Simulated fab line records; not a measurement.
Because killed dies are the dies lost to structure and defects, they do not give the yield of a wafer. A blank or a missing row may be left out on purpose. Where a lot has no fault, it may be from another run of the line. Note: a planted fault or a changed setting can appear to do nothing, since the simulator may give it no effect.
One fault through the eyes of 3 desks :: flow n5_finfet :: only its own numbers are on each desk; what lay behind them is given at the end

## FOR THE TOOL OWNER'S DESK: vapor_etch-02
The tool's own readings at N5_FIN_SAQP_RECESS_75 (chemistry HF/NH3, target SiO2, target depth 14.4 nm, afs cycles 3, sublimation time 60 s): means of the sampled wafers that have a number, for each lot that ran on this tool. If a lot's mean is further than 4 standard deviations from the usual mean, the lot is out of limits and carries the mark OUT (the distance appears in the brackets).
Columns: A = drypump_motor_current_A at N5_FIN_SAQP_RECESS_75, usual 5.70 A
lot: L363
first seen here: day 2 04:19
A: 5.72

lot: L364
first seen here: day 2 10:49
A: 5.47

lot: L369
first seen here: day 3 16:33
A: 5.71

lot: L373
first seen here: day 4 18:52
A: 5.95

lot: L377
first seen here: day 5 16:59
A: 5.61

lot: L378
first seen here: day 5 22:31
A: 5.48

lot: L379
first seen here: day 6 04:05
A: 5.73
This desk found nothing out of limits on any of the 7 lots.

## THE DEFECT DESK
Per lot, the means of the sampled wafers with a number show what the inspections along the route counted. If a lot's mean is further than 4 standard deviations from the usual mean, the lot is out of limits and carries the mark OUT (the distance appears in the brackets).
Columns: A = raw_defect_count at N5_FIN_SAQP_INSPECT_40, usual 241; B = raw_defect_count at N5_FIN_CUT_INSPECT_10, usual 44
lot: L362
first seen here: day 2 03:12
A: 275
B: 40

lot: L363
first seen here: day 2 07:56
A: 212
B: 43

lot: L364
first seen here: day 2 14:25
A: 192
B: 43

lot: L366
first seen here: day 3 02:46
A: 240
B: 40

lot: L369
first seen here: day 3 20:07
A: 207
B: 38

lot: L373
first seen here: day 5 01:39
A: 301
B: 44

lot: L377
first seen here: day 5 20:40
A: 224
B: 36

lot: L378
first seen here: day 6 01:59
A: 1321 (+13) OUT
B: 1168 (+86) OUT

lot: L379
first seen here: day 6 08:31
A: 1398 (+14) OUT
B: 1173 (+87) OUT

lot: L382
first seen here: day 7 03:46
A: 162
B: 34
This desk's finding: out of limits on L378, L379; first on L378, day 6 01:59 (raw_defect_count at N5_FIN_SAQP_INSPECT_40). Within limits: L362, L363, L364, L366, L369, L373, L377, L382.

## AT THE METROLOGY DESK
What the gauges read, lot by lot, whatever tool the lot ran on: means of the sampled wafers that have a number. If a lot's mean is further than 4 standard deviations from the usual mean, the lot is out of limits and carries the mark OUT (the distance appears in the brackets). Of its 12 readings 7 are shown: those that lie furthest out on some lot.
Columns: A = FIN_CUT_OVL at N5_FIN_CUT_OVL_MEAS_09, usual 0.3 nm; B = IOFF_N at N5_BEOL_M4_RC_MEAS_101, usual 0.17 nA/um; C = IOFF_P at N5_BEOL_M4_RC_MEAS_101, usual 0.22 nA/um; D = ION_N at N5_BEOL_M4_RC_MEAS_101, usual 671 uA/um; E = ION_P at N5_BEOL_M4_RC_MEAS_101, usual 461 uA/um; F = SS_P at N5_BEOL_M4_RC_MEAS_101, usual 73.5 mV/dec; G = VT_P at N5_BEOL_M4_RC_MEAS_101, usual -250 mV
lot: L362
first seen here: day 2 02:37
A: 0.1
B: 0.11
C: 0.15
D: 663
E: 453
F: 72.0
G: -257

lot: L363
first seen here: day 2 07:18
A: 0.0
B: 0.15
C: 0.21
D: 662
E: 458
F: 73.3
G: -250

lot: L364
first seen here: day 2 13:47
A: 0.0
B: 0.13
C: 0.20
D: 659
E: 454
F: 72.8
G: -252

lot: L366
first seen here: day 3 02:11
A: -0.2
B: 0.13
C: 0.17
D: 646
E: 446
F: 72.5
G: -252

lot: L369
first seen here: day 3 19:32
A: -0.4
B: 0.14
C: 0.22
D: 660
E: 457
F: 73.5
G: -247

lot: L373
first seen here: day 5 00:59
A: 0.7
B: 0.15
C: 0.17
D: 662
E: 449
F: 73.1
G: -255

lot: L377
first seen here: day 5 20:05
A: 0.9
B: 0.19
C: 0.24
D: 677
E: 464
F: 73.7
G: -250

lot: L378
first seen here: day 6 01:23
A: 0.1
B: 0.21
C: 0.25
D: 684
E: 466
F: 73.8
G: -248

lot: L379
first seen here: day 6 07:53
A: 0.7
B: 0.18
C: 0.26
D: 673
E: 466
F: 73.8
G: -247

lot: L382
first seen here: day 7 03:11
A: 0.5
B: 0.23
C: 0.31
D: 694
E: 482
F: 73.8
G: -240
This desk found nothing out of limits on any of the 10 lots.

## PUT TOGETHER
The defect desk could have raised an alarm at day 6 01:59, on L378, L379.
The tool owner's desk saw nothing out of limits.
At the metrology desk, nothing out of limits was observed.
The tool owner's desk has L378, L379 on record, within its limits.
The metrology desk has L378, L379 on record, within its limits.
On vapor_etch-02, each named lot ran N5_FIN_SAQP_RECESS_75.

## WHAT WAS PUT IN BY THE SIMULATOR
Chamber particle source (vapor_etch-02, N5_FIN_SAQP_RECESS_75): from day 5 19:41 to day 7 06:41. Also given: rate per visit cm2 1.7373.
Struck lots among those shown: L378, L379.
Hours from the fault's start to each desk's first reading out of limits: the defect desk, 6.
